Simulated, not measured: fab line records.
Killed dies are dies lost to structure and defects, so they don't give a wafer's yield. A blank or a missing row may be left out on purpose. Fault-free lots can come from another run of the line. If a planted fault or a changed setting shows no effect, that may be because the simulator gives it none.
Chamber matching / flow n5 finfet / 4 sister chambers for N5_BEOL_M10_STRIP_67 on rie diel-01
The step strips in CF4. 14 wafers are shown with their chamber, then 7 later ones without.

== EACH WAFER AND ITS CHAMBER ==
wafer=L081.4; chamber=3; showerhead plenum p Torr (Torr)=1.74; drypump motor current A (A)=5.23; throttle valve pct (%)=13.45
wafer=L081.5; chamber=2; showerhead plenum p Torr (Torr)=1.71; drypump motor current A (A)=5.77; throttle valve pct (%)=13.81
wafer=L081.6; chamber=0; showerhead plenum p Torr (Torr)=1.83; drypump motor current A (A)=5.33; throttle valve pct (%)=13.72
wafer=L080.3; chamber=0; showerhead plenum p Torr (Torr)=1.83; drypump motor current A (A)=5.33; throttle valve pct (%)=13.70
wafer=L080.4; chamber=2; showerhead plenum p Torr (Torr)=1.71; drypump motor current A (A)=5.77; throttle valve pct (%)=13.80
wafer=L080.5; chamber=0; showerhead plenum p Torr (Torr)=1.83; drypump motor current A (A)=5.34; throttle valve pct (%)=13.69
wafer=L084.4; chamber=0; showerhead plenum p Torr (Torr)=1.83; drypump motor current A (A)=5.32; throttle valve pct (%)=13.71
wafer=L084.5; chamber=2; showerhead plenum p Torr (Torr)=1.71; drypump motor current A (A)=5.77; throttle valve pct (%)=13.84
wafer=L084.6; chamber=3; showerhead plenum p Torr (Torr)=1.74; drypump motor current A (A)=5.25; throttle valve pct (%)=13.47
wafer=L088.1; chamber=1; showerhead plenum p Torr (Torr)=1.90; drypump motor current A (A)=5.62; throttle valve pct (%)=13.17
wafer=L088.3; chamber=2; showerhead plenum p Torr (Torr)=1.70; drypump motor current A (A)=5.78; throttle valve pct (%)=13.87
wafer=L088.5; chamber=1; showerhead plenum p Torr (Torr)=1.90; drypump motor current A (A)=5.64; throttle valve pct (%)=13.17
wafer=L091.2; chamber=1; showerhead plenum p Torr (Torr)=1.90; drypump motor current A (A)=5.64; throttle valve pct (%)=13.17
wafer=L091.4; chamber=3; showerhead plenum p Torr (Torr)=1.73; drypump motor current A (A)=5.25; throttle valve pct (%)=13.48

SIGNATURES (averages over the wafers above)
reading=showerhead plenum p Torr; chamber 0=1.8300; chamber 1=1.9000; chamber 2=1.7075; chamber 3=1.7367; scatter within a chamber=0.00376
reading=drypump motor current A; chamber 0=5.3300; chamber 1=5.6333; chamber 2=5.7725; chamber 3=5.2433; scatter within a chamber=0.00899
reading=throttle valve pct; chamber 0=13.7050; chamber 1=13.1700; chamber 2=13.8300; chamber 3=13.4667; scatter within a chamber=0.0199
Rule: distance of a wafer from a chamber = root of the sum over the readings of ((wafer's reading minus chamber's mean) / reading's scatter) squared. If the next closest chamber is less than 2 further off than the closest, the wafer can't be placed; otherwise it belongs to the closest. The scatter: take each reading less its chamber's mean, square it, sum over the shown wafers, divide by the number of wafers less the number of chambers, and take the root.

== WAFERS WITHOUT THEIR CHAMBER ==
wafer=L091.5; showerhead plenum p Torr (Torr)=1.73; drypump motor current A (A)=5.26; throttle valve pct (%)=13.51
wafer=L093.1; showerhead plenum p Torr (Torr)=1.82; drypump motor current A (A)=5.32; throttle valve pct (%)=13.18
wafer=L093.2; showerhead plenum p Torr (Torr)=1.73; drypump motor current A (A)=5.26; throttle valve pct (%)=13.53
wafer=L093.4; showerhead plenum p Torr (Torr)=1.89; drypump motor current A (A)=5.61; throttle valve pct (%)=13.21
wafer=L097.2; showerhead plenum p Torr (Torr)=1.89; drypump motor current A (A)=5.65; throttle valve pct (%)=13.20
wafer=L097.4; showerhead plenum p Torr (Torr)=1.73; drypump motor current A (A)=5.24; throttle valve pct (%)=13.54
wafer=L097.6; showerhead plenum p Torr (Torr)=1.89; drypump motor current A (A)=5.63; throttle valve pct (%)=13.20

== EACH ONE'S CHAMBER ==
wafer=L091.5; from the rows above=3; in truth=3
wafer=L093.1; from the rows above=can't be placed: 0 or 3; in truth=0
wafer=L093.2; from the rows above=3; in truth=3
wafer=L093.4; from the rows above=1; in truth=1
wafer=L097.2; from the rows above=1; in truth=1
wafer=L097.4; from the rows above=3; in truth=3
wafer=L097.6; from the rows above=1; in truth=1
Correctly placed: 6 of 7. Unplaceable from these rows: 1, with the true chamber sitting among the candidates in 1. Wrongly placed: 0.
